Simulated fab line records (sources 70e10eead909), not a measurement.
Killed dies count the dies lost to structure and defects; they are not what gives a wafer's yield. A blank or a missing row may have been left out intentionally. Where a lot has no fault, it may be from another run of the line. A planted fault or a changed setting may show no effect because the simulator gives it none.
Chamber matching / flow nandHarc / pecvd-03 running NHARC_A_CONTACT_DEP_29: 3 sister chambers
The step deposits SiON, target thk 70 nm. 30 wafers are shown with their chamber, then 12 later ones without.

WAFERS PAIRED WITH THEIR CHAMBERS
wafer=L074.2; chamber=1; heaterPowerW (W)=785; showerheadVppV (V)=1213
wafer=L074.3; chamber=0; heaterPowerW (W)=777; showerheadVppV (V)=1194
wafer=L074.5; chamber=2; heaterPowerW (W)=752; showerheadVppV (V)=1239
wafer=L075.2; chamber=2; heaterPowerW (W)=674; showerheadVppV (V)=1240
wafer=L075.5; chamber=1; heaterPowerW (W)=844; showerheadVppV (V)=1221
wafer=L075.6; chamber=0; heaterPowerW (W)=764; showerheadVppV (V)=1200
wafer=L077.2; chamber=2; heaterPowerW (W)=624; showerheadVppV (V)=1224
wafer=L077.3; chamber=0; heaterPowerW (W)=763; showerheadVppV (V)=1182
wafer=L077.4; chamber=2; heaterPowerW (W)=647; showerheadVppV (V)=1226
wafer=L076.1; chamber=0; heaterPowerW (W)=787; showerheadVppV (V)=1197
wafer=L076.2; chamber=2; heaterPowerW (W)=666; showerheadVppV (V)=1248
wafer=L076.6; chamber=0; heaterPowerW (W)=800; showerheadVppV (V)=1212
wafer=L078.1; chamber=0; heaterPowerW (W)=785; showerheadVppV (V)=1203
wafer=L078.2; chamber=1; heaterPowerW (W)=851; showerheadVppV (V)=1227
wafer=L078.3; chamber=2; heaterPowerW (W)=715; showerheadVppV (V)=1221
wafer=L083.2; chamber=0; heaterPowerW (W)=781; showerheadVppV (V)=1200
wafer=L083.3; chamber=1; heaterPowerW (W)=873; showerheadVppV (V)=1250
wafer=L083.4; chamber=1; heaterPowerW (W)=860; showerheadVppV (V)=1231
wafer=L082.2; chamber=2; heaterPowerW (W)=753; showerheadVppV (V)=1247
wafer=L082.3; chamber=0; heaterPowerW (W)=740; showerheadVppV (V)=1210
wafer=L082.5; chamber=2; heaterPowerW (W)=716; showerheadVppV (V)=1221
wafer=L084.1; chamber=1; heaterPowerW (W)=822; showerheadVppV (V)=1224
wafer=L084.2; chamber=0; heaterPowerW (W)=770; showerheadVppV (V)=1204
wafer=L084.6; chamber=0; heaterPowerW (W)=732; showerheadVppV (V)=1209
wafer=L085.2; chamber=1; heaterPowerW (W)=795; showerheadVppV (V)=1211
wafer=L085.3; chamber=0; heaterPowerW (W)=726; showerheadVppV (V)=1216
wafer=L085.5; chamber=2; heaterPowerW (W)=645; showerheadVppV (V)=1249
wafer=L087.2; chamber=0; heaterPowerW (W)=739; showerheadVppV (V)=1200
wafer=L087.3; chamber=2; heaterPowerW (W)=710; showerheadVppV (V)=1230
wafer=L087.5; chamber=2; heaterPowerW (W)=727; showerheadVppV (V)=1240

SIGNATURES (averages over the wafers above)
reading=heaterPowerW; chamber 0=763.67; chamber 1=832.86; chamber 2=693.55; scatter within a chamber=34.9
reading=showerheadVppV; chamber 0=1202.25; chamber 1=1225.29; chamber 2=1235.00; scatter within a chamber=10.8
Rule: a wafer's distance from a chamber is the root of the sum, over the readings, of the square of ((its reading less the chamber's mean) divided by the reading's scatter). The wafer belongs to the nearest chamber; if the next one is less than 2 further off, it can't be placed. How the scatter is found: for the shown wafers, subtract from each reading the mean of its chamber, square and add these, divide the total by (wafers less chambers), then take the root.

WAFERS WITHOUT THEIR CHAMBER
wafer=L086.3; heaterPowerW (W)=814; showerheadVppV (V)=1229
wafer=L086.5; heaterPowerW (W)=676; showerheadVppV (V)=1234
wafer=L086.6; heaterPowerW (W)=789; showerheadVppV (V)=1236
wafer=L089.1; heaterPowerW (W)=626; showerheadVppV (V)=1218
wafer=L089.2; heaterPowerW (W)=689; showerheadVppV (V)=1213
wafer=L089.3; heaterPowerW (W)=763; showerheadVppV (V)=1223
wafer=L092.1; heaterPowerW (W)=888; showerheadVppV (V)=1235
wafer=L092.2; heaterPowerW (W)=708; showerheadVppV (V)=1232
wafer=L092.4; heaterPowerW (W)=732; showerheadVppV (V)=1184
wafer=L095.1; heaterPowerW (W)=727; showerheadVppV (V)=1226
wafer=L095.2; heaterPowerW (W)=670; showerheadVppV (V)=1209
wafer=L095.5; heaterPowerW (W)=781; showerheadVppV (V)=1245

WHICH CHAMBER EACH ONE RAN IN
wafer=L086.3; from the rows above=1; in truth=1
wafer=L086.5; from the rows above=2; in truth=2
wafer=L086.6; from the rows above=can't be placed: 1 or 2 or 0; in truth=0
wafer=L089.1; from the rows above=can't be placed: 2 or 0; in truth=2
wafer=L089.2; from the rows above=can't be placed: 2 or 0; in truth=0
wafer=L089.3; from the rows above=can't be placed: 0 or 1 or 2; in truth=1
wafer=L092.1; from the rows above=1; in truth=1
wafer=L092.2; from the rows above=2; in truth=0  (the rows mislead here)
wafer=L092.4; from the rows above=0; in truth=0
wafer=L095.1; from the rows above=can't be placed: 2 or 0 or 1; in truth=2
wafer=L095.2; from the rows above=can't be placed: 2 or 0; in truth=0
wafer=L095.5; from the rows above=can't be placed: 1 or 2 or 0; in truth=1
Correct placement for 4 of the 12. Can't be placed from these rows: 7 (the true chamber is among the candidates in 7). 1 placed wrongly.
